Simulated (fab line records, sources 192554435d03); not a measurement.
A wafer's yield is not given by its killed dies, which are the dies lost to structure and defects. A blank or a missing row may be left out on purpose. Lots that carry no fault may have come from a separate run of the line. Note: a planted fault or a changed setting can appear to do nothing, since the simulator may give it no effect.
A lot that was struck, set against a sound lot || flow n5_finfet || 14 out of 1938 route steps
Sound: the wafers L924.1, L924.2, L924.3. Struck: wafers L920.3, L920.4, L920.5. At the end, the cause is stated.
For every step that has rows: the tool of each side, followed by ch and its chambers, followed by its first start. Under that, the readings that differ: sound wafers || struck wafers || difference of the means || sigmas: that difference in standard deviations of wafers without a fault.
alike: same words and numbers on both sides, and readings whose means sit less than 2 such deviations apart. not compared: any withheld reading, any reading some wafer has no value for, any bound like >300 that may hide the same value, and any number with overlapping values for which the record gives no deviation.
Wherever a step has rows on one side only, a row that says differs or no value, or a row with sigmas, the two part there. Non-overlapping numbers with no deviation appear without sigmas and do not part them. A reading that every wafer of one side lacks parts them only if that side has two wafers or more.

first, 7 steps without rows for these wafers: N5_SD_EPI_P_SRD_25 (time 30 s); N5_SD_ACTIVATION_RTA_00 (time 0 s); N5_SD_ACTIVATION_LSA_01 (time 0.0008 s); N5_ILD0_LINER_00 (material SiNx, target thk 4 nm, pulse time 1 s, purge time 2 s); N5_ILD0_FCVD_FILL_01 (material SiO2 flowable, target thk 200 nm, time 328.3 s); N5_ILD0_CURE_02 (time 1800 s); N5_ILD0_CMP_03 (polishes, stops on SiNx, t overpolish 1.9 s, target thk 197.38 nm).
N5_ILD0_CMP_07: polishes SiO2 flowable, stops on poly-Si, t overpolish 1.18 s, target thk 138.88 nm.
  sound on cmp-02 ch 0,1,3, day 9 06:54; struck on cmp-02 ch 0,1,3, day 8 09:46
  no value came back on the struck wafers for edge_zone_pressure_frac, head_pressure_psi (psi), motor_current_A (A); on the sound wafers edge_zone_pressure_frac reads 1.009 1.005 1.003
{"reading": "model.SiNx_of_DUMMY_GATE_HM_DEP_06.thk_nm (nm)", "sound": "0 0 0", "struck": "77.2 76.8 77.2", "difference": "+77.1", "sigmas": ""}
{"reading": "model.SiO2_flowable_of_ILD0_FCVD_FILL_01.thk_nm (nm)", "sound": "138 138.2 138", "struck": "196.6 196.2 196.2", "difference": "+58.3", "sigmas": ""}
{"reading": "model.a-Si_of_DUMMY_GATE_CVD_03.thk_nm (nm)", "sound": "68.2 69.4 67.4", "struck": "73.2 72.4 74.2", "difference": "+4.9", "sigmas": ""}
N5_ILD0_THK_MEAS_08:
  sound on film_metro-02, day 9 07:11; struck on film_metro-01, day 8 10:01
{"reading": "thk_nm (nm)", "sound": "138.1 138.4 138.1", "struck": "196.6 196.2 196.2", "difference": "+58.1", "sigmas": "+58"}
N5_ILD0_PRECLEAN_10: cleans in NF3:NH3, afs cycles 5, time 20 s, sublimation time 60 s.
  sound on remote_plasma-02 ch 0, day 9 07:14; struck on remote_plasma-02 ch 1, day 8 10:16
{"reading": "model.SiO2_flowable_of_ILD0_FCVD_FILL_01.thk_nm (nm)", "sound": "119.4 119.6 119.4", "struck": "170 169.8 169.8", "difference": "+50", "sigmas": ""}
then, 1 step without rows for these wafers: N5_ILD0_ALD_15 (deposits SiNx, target thk 24 nm, pulse time 1 s, ald cycles 480).
N5_ILD0_CMP_12: polishes SiNx, stops on poly-Si, t overpolish 6 s, target thk 17.67 nm.
  sound on cmp-02 ch 0,2,3, day 9 10:07; struck on cmp-04 ch 0,1,3, day 8 13:03
{"reading": "model.a-Si_of_DUMMY_GATE_CVD_03.thk_nm (nm)", "sound": "67.4 68.6 66.8", "struck": "72.6 71.8 73.6", "difference": "+5.1", "sigmas": ""}
  alike: edge_zone_pressure_frac, head_pressure_psi, motor_current_A
N5_BEOL_M4_RC_MEAS_101:
  the record has rows for the sound wafers here (prober-01 ch 0, day 13 19:11) and none for the struck ones
-- a jump in the record: the struck wafers' starts before and after are 9 days apart (it breaks off in module BEOL_M4 and resumes in module PASSIVATION, where the first step shown is number 1936 of the route) --
N5_PASSIVATION_PROBE_49:
  rows exist in the record for the struck wafers here (prober-01, day 17 15:44), but not for the sound ones

WHERE THEY PART
At N5_ILD0_CMP_07 first; at N5_PASSIVATION_PROBE_49 last (within this record only).

WHY: what had been put in by the simulator
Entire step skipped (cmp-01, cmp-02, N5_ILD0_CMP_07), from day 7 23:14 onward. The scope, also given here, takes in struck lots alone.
